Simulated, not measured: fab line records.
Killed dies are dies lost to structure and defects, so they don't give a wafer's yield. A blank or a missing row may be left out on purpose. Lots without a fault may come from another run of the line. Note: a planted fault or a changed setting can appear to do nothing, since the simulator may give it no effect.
Chamber matching | flow n5-finfet | rie-diel-04 running N5_BEOL_M2_STRIP_66: 4 sister chambers
The step strips in CF4. 4 wafers are shown with their chamber, then 9 later ones without.

WAFERS WITH THEIR CHAMBER
wafer  | chamber | drypump-motor-current-A (A)
L083.5 | 3       | 6.0
L084.3 | 0       | 5.9
L085.4 | 2       | 5.4
L085.5 | 1       | 5.4

WAFERS MISSING THEIR CHAMBER
wafer  | drypump-motor-current-A (A)
L089.1 | 5.5
L089.2 | 5.4
L089.3 | 5.9
L093.2 | 6.0
L093.3 | 5.9
L093.4 | 5.5
L097.2 | 5.9
L097.4 | 6.0
L097.6 | 6.0

CHAMBER TAKEN BY EACH
wafer  | from the rows above     | in truth
L089.1 | can't be placed: 1 or 2 | 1
L089.2 | can't be placed: 1 or 2 | 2
L089.3 | 0                       | 0
L093.2 | 3                       | 3
L093.3 | 0                       | 0
L093.4 | can't be placed: 1 or 2 | 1
L097.2 | 0                       | 0
L097.4 | 3                       | 3
L097.6 | 3                       | 3
Placed correctly: 6 of 9. Not placeable from these rows: 3 (in 3, the candidates include the true chamber). Number placed wrongly: 0.
How it was worked out, from the rows above alone: a wafer's distance from a chamber is the root of the sum, over the readings, of the square of ((its reading less the chamber's mean) divided by the reading's scatter). If the next closest chamber is less than 2 further off than the closest, the wafer can't be placed; otherwise it belongs to the closest. Each chamber's mean is taken over the wafers shown for it. The scatter: root of mean squared gap, hidden wafer to nearest shown wafer, with one shown wafer a chamber.
